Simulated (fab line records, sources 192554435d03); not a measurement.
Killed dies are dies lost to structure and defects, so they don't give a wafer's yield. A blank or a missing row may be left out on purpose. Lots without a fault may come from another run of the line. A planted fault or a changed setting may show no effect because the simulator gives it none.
fab line records | flow n5_finfet
record lots=3 wafers=9 last_day=14
route steps=1938 shown HKMG_FIN@428 GATE_CUT@465 BEOL_M4@1111 PASSIVATION@1936
lots that met no fault: from a run of the same line without faults
start_h: hours from the record's first day to the start of the lot's first wafer shown | wait_h: hours since the lot's step before | " the same as in the row above | L1.1+2: a row that stands for several wafers | - no value, or no start given | * or withheld: withheld | < > ~ a bound
route shown NAME@n: a module of which the file shows steps, and the number in the route of the first | usual: mean/standard deviation of fault-free wafers | same: alike in all rows | chamber/n: place in a boat | sites: the reading at each site | _std_site: their standard deviation | _edge_site: outer sites' mean less inner sites' | radius_mm: how far each site lies from the wafer's centre | mask NAME#n: copy n | behind: the tool/chamber that last shaped the wafer | hold: why the lot was held/for how many hours/how that ended | device: the transistor (n, p or np) that didn't switch | end of line: the same wafers' tests at the end of the route | a step without rows: its recipe alone | killed: dies lost to structure and defects at the first sort, not the wafer's yield | map: a wafer's dies, x killed, . not, _ none there
set.NAME: the setting as run; set.NAME@STEP: as run at that earlier step | model.NAME: the simulator's own value behind a step, which no gauge read
lots at some steps of the route; a table a step, a row a wafer
## steps
# step N5_HKMG_FIN_PEB_10
# recipe peb_temp_c=withheld peb_time_s=60 resist=CAR-ArF
# step N5_HKMG_FIN_DEVELOP_11
# recipe develop_time_s=30 developer=TMAH resist=CAR-ArF dev_temp_c=23 rinse_liquid=diw dry=air_spin
# step N5_HKMG_FIN_DESCUM_17
# recipe chemistry=O2 time_s=7.9 source_power_w=50 bias_power_w=20 pressure_mtorr=20 rf_frequency_hz=2.712e+07 temp_c=40 resist=CAR-ArF o2_flow_sccm=225
# step N5_HKMG_FIN_ETCH_31
# recipe chemistry=CF4 target=SiARC target_depth_a=455 mask_material=CAR-ArF time_s=75.8 ion_energy_ev=80 pressure_mtorr=40 source_w=545 bias_w=36 Ar_flow_sccm=100 cf4_flow_sccm=100 ends=cleared
# step N5_HKMG_FIN_ETCH_32
# recipe chemistry=N2/H2 target=SOC target_depth_a=2400 temp_c=40 time_s=300 ion_energy_ev=200 mask_material=SiARC pressure_mtorr=30 source_w=840 bias_w=150 n2_flow_sccm=200 h2_flow_sccm=200
# step N5_HKMG_FIN_STRIP_33
# recipe chemistry=N2/H2 temp_c=40 n2_flow_sccm=200 h2_flow_sccm=200 rf_frequency_hz=6e+07
# step N5_HKMG_FIN_STRIP_34
# recipe chemistry=CF4 resist=SiARC power_w=300 bias_power_w=75 pressure_mtorr=50 cf4_flow_sccm=150 rf_frequency_hz=6e+07
# step N5_HKMG_FIN_ETCH_35
# recipe chemistry=N2/H2 target=SOC target_depth_a=2158 ion_energy_ev=65 bias_w=5 source_w=3000 time_s=243.4 pressure_mtorr=30 n2_flow_sccm=200 h2_flow_sccm=200
# step N5_HKMG_FIN_STRIP_92
# recipe chemistry=N2/H2 material=SOC time_s=20 power_w=500 temp_c=40 pressure_mtorr=50 rf_frequency_hz=6e+07 bias_power_w=8 h2_frac=0.5 n2_flow_sccm=300 h2_flow_sccm=300
# step N5_HKMG_FIN_WET_ETCH_18
# recipe chemistry=SC1 target=TiN mix=1:1:5 temp_c=* time_s=55 target_depth_nm=5.2 dry=ipa_marangoni rinse_time_s=30 rinse_temp_c=23
# usual temp_c=*
# columns lot.wafer tool chamber start_h wait_h temp_c
L576.1 wet_bench-02 0 81.75 0.1 *
L576.2 " 7 " " *
L576.3 " 2 " " *
L577.1 wet_bench-02 7 92.12 0.1 *
L577.5 " 6 " " *
L577.6 " 1 " " *
L586.1 wet_bench-02 1 140.94 0.1 *
L586.3 " 6 " " *
L586.6 " 2 " " *
# step N5_HKMG_FIN_STRIP_19
# recipe chemistry=N2/H2 power_w=2500 temp_c=300 h2_frac=0.65 time_s=360 pressure_mtorr=withheld n2_flow_sccm=1750 h2_flow_sccm=3250
# step N5_HKMG_FIN_ALD_91
# recipe material=TiN target_thk_a=10 temp_c=400 ald_precursor_family=TiCl4 ald_co_reactant=NH3 pulse_time_s=1 purge_time_s=3 co_reactant_purge_time_s=2 co_reactant_pulse_time_s=2 ald_cycles=47 pressure_torr=3
# step N5_HKMG_FIN_COAT_85
# recipe resist=SOC temp_c=250 time_s=60 spin_rpm=1500 resist_thk_nm=300
# step N5_HKMG_FIN_ETCH_86
# recipe chemistry=N2/H2 target=SOC target_depth_a=3932 stop_on=TiN ion_energy_ev=100 bias_w=61 pressure_mtorr=30 source_w=850 n2_flow_sccm=200 h2_flow_sccm=200
# step N5_HKMG_FIN_STRIP_89
# recipe chemistry=N2/H2 material=SOC time_s=20 power_w=500 temp_c=40 pressure_mtorr=50 rf_frequency_hz=6e+07 bias_power_w=8 h2_frac=0.5 n2_flow_sccm=300 h2_flow_sccm=300
# step N5_HKMG_FIN_WET_ETCH_87
# recipe chemistry=SC1 target=TiN mix=1:2:40 temp_c=50 time_s=154.2 target_depth_nm=4.7 dry=ipa_marangoni rinse_time_s=30 rinse_temp_c=23
# step N5_HKMG_FIN_STRIP_88
# recipe chemistry=N2/H2 power_w=2500 temp_c=300 h2_frac=0.65 time_s=360 pressure_mtorr=withheld n2_flow_sccm=1750 h2_flow_sccm=3250
# step N5_HKMG_FIN_NWFM_ALD_20
# recipe material=TiAlC target_thk_a=20 temp_c=300 ald_precursor_family=TiCl4 ald_co_reactant=TEA pulse_time_s=3 purge_time_s=2 co_reactant_purge_time_s=2 co_reactant_pulse_time_s=10 ald_cycles=7 pressure_torr=3
# step N5_HKMG_FIN_ALD_71
# recipe material=TiN target_thk_a=10 temp_c=400 ald_precursor_family=TiCl4 ald_co_reactant=NH3 pulse_time_s=1 purge_time_s=3 co_reactant_purge_time_s=2 co_reactant_pulse_time_s=2 ald_cycles=47 pressure_torr=3
# step N5_HKMG_FIN_COAT_66
# recipe resist=SOC temp_c=250 time_s=60 spin_rpm=1500 resist_thk_nm=300
# step N5_HKMG_FIN_ETCH_67
# recipe chemistry=N2/H2 target=SOC target_depth_a=3889 stop_on=TiN ion_energy_ev=100 bias_w=61 pressure_mtorr=30 source_w=850 n2_flow_sccm=200 h2_flow_sccm=200
# step N5_HKMG_FIN_STRIP_90
# recipe chemistry=N2/H2 material=SOC time_s=20 power_w=500 temp_c=40 pressure_mtorr=50 rf_frequency_hz=6e+07 bias_power_w=8 h2_frac=0.5 n2_flow_sccm=300 h2_flow_sccm=300
# step N5_HKMG_FIN_WET_ETCH_73
# recipe chemistry=SC1 mix=1:2:40 temp_c=50 time_s=42.3 target_depth_nm=1.3 dry=ipa_marangoni rinse_time_s=30 rinse_temp_c=23
# step N5_HKMG_FIN_ETCHBACK_68
# recipe chemistry=Cl2/Ar stop_on=HfO2 target_depth_a=5 pressure_mtorr=10 icp_w=600 bias_w=60 Cl2_flow_sccm=40 Ar_flow_sccm=60
# step N5_HKMG_FIN_STRIP_69
# recipe chemistry=N2/H2 power_w=2500 temp_c=300 h2_frac=0.65 time_s=360 pressure_mtorr=withheld n2_flow_sccm=1750 h2_flow_sccm=3250
# step N5_HKMG_FIN_ALD_21
# recipe material=TiN target_thk_a=15 temp_c=400 ald_precursor_family=TiCl4 ald_co_reactant=NH3 pulse_time_s=1 purge_time_s=3 co_reactant_purge_time_s=2 co_reactant_pulse_time_s=2 ald_cycles=68 pressure_torr=3
# step N5_HKMG_FIN_ALD_72
# recipe material=W target_thk_a=20 temp_c=300 pressure_torr=7.5 ald_precursor_family=WF6 ald_co_reactant=B2H6 pulse_time_s=1 purge_time_s=2 co_reactant_purge_time_s=2 co_reactant_pulse_time_s=3 ald_cycles=7
# step N5_HKMG_FIN_W_FILL_22
# recipe material=W target_thk_a=600 temp_c=400 pressure_torr=39.4 time_s=18.2
# step N5_HKMG_FIN_PRECLEAN_83
# recipe chemistry=DIW time_s=57.5 temp_c=23
# step N5_HKMG_FIN_SRD_84
# recipe dry_time_s=32 dry=n2_spin spin_rpm=1500
# step N5_HKMG_FIN_CMP_23
# recipe stop_on=SiNx t_overpolish_s=10 post_cmp_clean=rinse_only down_force_psi=4 platen_rpm=50.289 pad_velocity_m_s=1.0006 target_thk_nm=46.326
# step N5_HKMG_FIN_CMP_94
# recipe stop_on=SiNx post_cmp_clean=w_dilute_nh4oh t_overpolish_s=4.7 down_force_psi=4 platen_rpm=50.289 pad_velocity_m_s=1.0006 target_thk_nm=43.299
# step N5_GATE_CUT_ETCHBACK_00
# recipe chemistry=SF6/Cl2 target=W pressure_mtorr=8 icp_w=900 bias_w=80 SF6_flow_sccm=40 Cl2_flow_sccm=60
# step N5_GATE_CUT_ETCH_56
# recipe chemistry=Cl2/Ar target=TiN target_depth_a=216 pressure_mtorr=10 icp_w=600 bias_w=60 Cl2_flow_sccm=40 Ar_flow_sccm=60
# step N5_GATE_CUT_ETCHBACK_30
# recipe chemistry=Cl2/Ar target=TiN target_depth_a=30 mode=isotropic pressure_mtorr=10 icp_w=600 bias_w=60 Cl2_flow_sccm=40 Ar_flow_sccm=60
# step N5_GATE_CUT_VAPOR_ETCH_60
# recipe chemistry=BCl3/Cl2 target=HfO2 mode=isotropic
# step N5_GATE_CUT_ETCH_58
# recipe chemistry=CH3F/O2 target=SiNx target_depth_a=170 time_s=128.6 ion_energy_ev=50 pressure_mtorr=30 source_w=415 bias_w=21 Ar_flow_sccm=150 CH3F_flow_sccm=30 O2_flow_sccm=20
# step N5_BEOL_M4_RC_MEAS_101
# usual DIBL_N=36.1/1.6 DIBL_P=36.6/1.9 IOFF_N=0.160/0.026 IOFF_N_85C=3.1/0.42 IOFF_N_LIN=0.075/0.0097 IOFF_N_LONG=5.6e-05/3.2e-06 IOFF_P=0.210/0.028 ION_N=677/10 ION_P=464/6.9 SS_N=71.4/0.56 SS_P=73.3/0.61 VT_N=249.1/2.6 VT_N_LONG=274.5/2.3 VT_N_LVT=97.6/2.8 VT_P=-250/3.3
# columns lot.wafer tool chamber start_h wait_h DIBL_N[mV/V] DIBL_P[mV/V] IOFF_N[nA/um] IOFF_N_85C[nA/um] IOFF_N_LIN[nA/um] IOFF_N_LONG[nA/um] IOFF_P[nA/um] ION_N[uA/um] ION_P[uA/um] SS_N[mV/dec] SS_P[mV/dec] VT_N[mV] VT_N_LONG[mV] VT_N_LVT[mV] VT_P[mV]
L576.1 prober-01 0 166.96 0.0 35.7 35.1 0.139 2.7 0.066 5e-05 0.177 684 463 71.3 73.0 250.4 279.5 100.2 -254
L576.2 " 0 " " 37.2 36.4 0.151 3.0 0.071 5.1e-05 0.194 674 462 72.0 74.1 252.9 277.7 100.8 -252
L576.3 " 0 " " 36.8 37.1 0.149 2.9 0.069 5.1e-05 0.190 676 453 72.1 73.3 250.9 277.0 101.2 -253
L577.1 prober-01 0 186.65 0.0 35.2 33.4 0.119 2.4 0.060 5.2e-05 0.168 650 449 71.2 73.2 254.1 277.9 103.5 -255
L577.5 " 0 " " 36.1 36.1 0.137 2.7 0.069 5.2e-05 0.200 663 462 71.7 73.8 252.2 274.6 100.9 -253
L577.6 " 0 " " 34.8 33.5 0.116 2.4 0.060 5.3e-05 0.166 672 459 71.1 73.0 254.5 273.8 102.7 -253
L586.1 prober-02 0 238.57 0.0 36.0 37.7 0.172 3.3 0.079 5.5e-05 0.222 683 468 71.1 73.0 248.9 273.6 96.4 -249
L586.3 " 0 " " 32.3 33.2 0.111 2.3 0.055 5.5e-05 0.155 655 454 70.2 72.4 254.3 272.8 101.9 -250
L586.6 " 0 " " 35.5 37.7 0.005 0.2 0.002 2.1e-05 0.225 463 460 70.2 73.2 346.1 373.2 193.3 -249
# step N5_PASSIVATION_PROBE_49
# usual defect_limited_yield=91.3/1.5 killed_at_M0_to_M3=34/10 killed_at_M4_up=13/4.9 killed_at_contacts=13/6.1 killed_at_front_end=39/13 killed_at_other=4.1/2.7 killed_dies=103/18 killed_open=68/13 killed_short=32/7.6 sort_bin_5_function=5.2/1 sort_bin_6_memory=3.2/0.75 sort_bin_8_speed=0/0 sort_n_pass=1077/18 sort_yield_pct=91.3/1.5
# same gross_dies=1180 killed_at_back_side=0 sort_bin_4_leakage[%]=0
# columns lot.wafer tool chamber start_h wait_h defect_limited_yield[%] killed_at_M0_to_M3 killed_at_M4_up killed_at_contacts killed_at_front_end killed_at_other killed_dies killed_open killed_short sort_bin_5_function[%] sort_bin_6_memory[%] sort_bin_8_speed[%] sort_n_pass sort_yield_pct[%]
L576.1 prober-02 - 264.02 0.0 91.4 35 17 11 35 3 101 67 31 5.3 3.1 0 1079 91.4
L576.2 prober-02 - 264.07 0.1 91.8 30 20 5 34 8 97 57 34 4.7 3.1 0 1083 91.8
L576.3 prober-02 - 264.12 0.1 94.2 19 11 13 23 2 68 39 24 3.2 1.9 0 1112 94.2
L577.1 prober-02 - 278.85 0.9 92.9 26 13 17 24 4 84 57 25 4.4 2.5 0 1096 92.9
L577.5 prober-02 - 279.05 1.1 91.3 40 11 7 41 4 103 71 25 5.0 3.4 0 1077 91.3
L577.6 prober-02 - 279.10 1.2 91.7 42 6 7 41 2 98 67 28 5.3 2.9 0 1082 91.7
L586.1 prober-02 - 345.33 0.0 92.5 32 16 11 27 3 89 53 33 4.6 2.8 0 1091 92.5
L586.3 prober-02 - 345.43 0.1 91.2 31 20 16 33 4 104 70 30 6.2 2.6 0 1076 91.2
L586.6 prober-02 - 345.58 0.3 91.9 39 18 13 24 2 96 59 33 4.7 3.2 91.86 0 0
# killed by level:class
L576.1 STI_FIN_REVEAL:geometric_particle:open=17 BEOL_M3:geometric_particle:open=14 BEOL_M0_SAQP:geometric_particle:short=7 MOL_CONTACT_COAG:geometric_particle:open=6 BEOL_M1:geometric_particle:open=6 BEOL_M4:geometric_particle:open=6 MOL_CONTACT_COAG:geometric_particle:short=4 STARTING-WAFER:geometric_particle:short=4
L576.2 BEOL_M3:geometric_particle:open=8 BEOL_M4:geometric_particle:open=8 STI_FIN_REVEAL:geometric_particle:open=7 BEOL_M0_SAQP:geometric_particle:open=7 BEOL_M0_SAQP:geometric_particle:short=7 DUMMY_GATE:geometric_particle:open=4 ILD0:geometric_particle:short=4 MOL_CONTACT_COAG:geometric_particle:open=4
L576.3 STI_FIN_REVEAL:geometric_particle:open=9 MOL_CONTACT_COAG:geometric_particle:open=6 MOL_CONTACT_COAG:geometric_particle:short=5 BEOL_M0_SAQP:geometric_particle:short=4 BEOL_M0_SAQP:geometric_particle:open=4 BEOL_M2:geometric_particle:open=4 BEOL_M5:geometric_particle:open=4 STARTING-WAFER:geometric_particle:short=3
L577.1 MOL_CONTACT_COAG:geometric_particle:open=14 BEOL_M3:geometric_particle:open=11 FIN_SAQP:geometric_particle:short=8 BEOL_M4:geometric_particle:open=5 DUMMY_GATE:geometric_particle:open=4 BEOL_M2:geometric_particle:open=4 BEOL_M3:geometric_particle:short=4 FIN_SAQP:geometric_particle:open=3
L577.5 BEOL_M2:geometric_particle:open=15 BEOL_M3:geometric_particle:open=13 FIN_SAQP:geometric_particle:open=10 FIN_SAQP:geometric_particle:short=8 STI_FIN_REVEAL:geometric_particle:open=6 BEOL_M4:geometric_particle:open=5 MOL_CONTACT_COAG:geometric_particle:open=4 BEOL_M3:geometric_particle:short=3
L577.6 STI_FIN_REVEAL:geometric_particle:open=12 BEOL_M3:geometric_particle:open=12 BEOL_M1:geometric_particle:open=8 BEOL_M0_SAQP:geometric_particle:open=7 FIN_SAQP:geometric_particle:open=6 FIN_SAQP:geometric_particle:short=6 GATE_CUT:geometric_particle:short=6 MOL_CONTACT_COAG:geometric_particle:open=6
L586.1 BEOL_M0_SAQP:geometric_particle:short=10 MOL_CONTACT_COAG:geometric_particle:open=8 BEOL_M0_SAQP:geometric_particle:open=8 BEOL_M4:geometric_particle:open=7 STI_FIN_REVEAL:geometric_particle:open=6 STARTING-WAFER:geometric_particle:open=4 STI_FIN_REVEAL:geometric_particle:short=3 MIM_TOP:geometric_particle:open=3
L586.3 MOL_CONTACT_COAG:geometric_particle:open=13 BEOL_M4:geometric_particle:open=12 BEOL_M0_SAQP:geometric_particle:open=7 FIN_SAQP:geometric_particle:short=6 BEOL_M0_SAQP:geometric_particle:short=6 GATE_CUT:geometric_particle:open=5 FIN_SAQP:geometric_particle:open=4 DUMMY_GATE:geometric_particle:open=4
L586.6 BEOL_M0_SAQP:geometric_particle:short=11 BEOL_M0_SAQP:geometric_particle:open=11 MOL_CONTACT_COAG:geometric_particle:open=9 BEOL_M4:geometric_particle:open=8 STI_FIN_REVEAL:geometric_particle:open=7 BEOL_M3:geometric_particle:open=6 FIN_SAQP:geometric_particle:short=5 BEOL_M1:geometric_particle:open=5
# map L586.3 (x killed, . not)
_________________...x.xx.....________________
______________.................._____________
___________..........x.............__________
__________......x..................._________
________.............................._______
_______x...............x......x....x...______
______.........x.........x........x....._____
_____x............x...x......x...........____
____.....x.....x...xx.....................___
___.................................x.x....__
___.................x.x....................__
__......x....x.......................x....x._
__.........................................._
_.............x.......x..........x.......x...
_.x...............x..xx..x.......x...........
_.x........x.................................
_....x.x...x.x....x.............x............
_...........x...x.x...................x.....x
_......x...x..........x....................x.
_x.......xxxx..............................x.
_.............x..x..................x.......x
__x............xx.......x...x...xx.........._
__..x............x..x...x.x................x_
___....x...................................__
___...........x.........x....x.............__
____.x...........x...x..x........x....x...___
_____.....x........x...x................x____
______..........x.........x.....x......._____
_______.......................x........______
________........x................x...._______
__________x...x.........x.....x....._________
___________........................__________
______________................x._____________
_________________x...........________________
# map L577.5 (x killed, . not)
_________________.........x..________________
______________x................._____________
___________.................x...x..__________
__________..x......................x_________
________.............................._______
_______................................______
______......x..x.x......................_____
_____.............................x.....x____
____..........................x..x........___
___.......x......................x.........__
___........x..............x.........x...xxx__
__.....x..........x.x.x..x.................._
__......x....................x.....x...x...._
_....x.......x..............x...........x....
_.....x........x......x................x..x..
_...............x.......x..........x.........
_.......x.....x....x..x.x..................x.
_......x..................x.....x............
_.....x...........................x.x...x....
_...........x..........x.....................
_.......x..x..................x...x.......x..
__..x...x...............x...........x......x_
__.x..x..xx................x.x....x...x.x..._
___.........xx....x..............x.........__
___............x...............xx..........__
____.........x.x................x.......x.___
_____..x..x..............................____
______..............x...x..............._____
_______...x....x.........x....x....x...______
________..................x..........._______
__________........x....x........x..x_________
___________....x...................__________
______________..........x......._____________
_________________............________________
## key
first_sign step=N5_BEOL_M4_RC_MEAS_101 reading=VT_N_LONG direction=up sigmas=43 usual=274.5 struck=373.2
effect step=N5_BEOL_M4_RC_MEAS_101 reading=VT_N direction=up sigmas=37 usual=249.1 struck=346.1
effect step=N5_BEOL_M4_RC_MEAS_101 reading=VT_N_LVT direction=up sigmas=34 usual=97.6 struck=193.3
effect step=N5_BEOL_M4_RC_MEAS_101 reading=ION_N direction=down sigmas=21 usual=677 struck=463
effect step=N5_BEOL_M4_RC_MEAS_101 reading=IOFF_N_LONG direction=down sigmas=11 usual=5.6e-05 struck=2.1e-05
effect step=N5_BEOL_M4_RC_MEAS_101 reading=IOFF_N_LIN direction=down sigmas=7.4 usual=0.075 struck=0.002
effect step=N5_BEOL_M4_RC_MEAS_101 reading=IOFF_N_85C direction=down sigmas=7 usual=3.1 struck=0.2
effect step=N5_BEOL_M4_RC_MEAS_101 reading=IOFF_N direction=down sigmas=6 usual=0.160 struck=0.005
effect step=N5_PASSIVATION_PROBE_49 reading=sort_bin_8_speed direction=up sigmas=99+ usual=0 struck=91.86
met_at N5_HKMG_FIN_WET_ETCH_18
struck_wafers L586.6
onset_between 81.75 140.94
fault kind=process_parameter_drift tool=wet_bench-02 chamber=2 onset_h=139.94 steps=N5_HKMG_FIN_WET_ETCH_18 channel=time_s offset=* shape=step end_h=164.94 acts_in=* stated=*
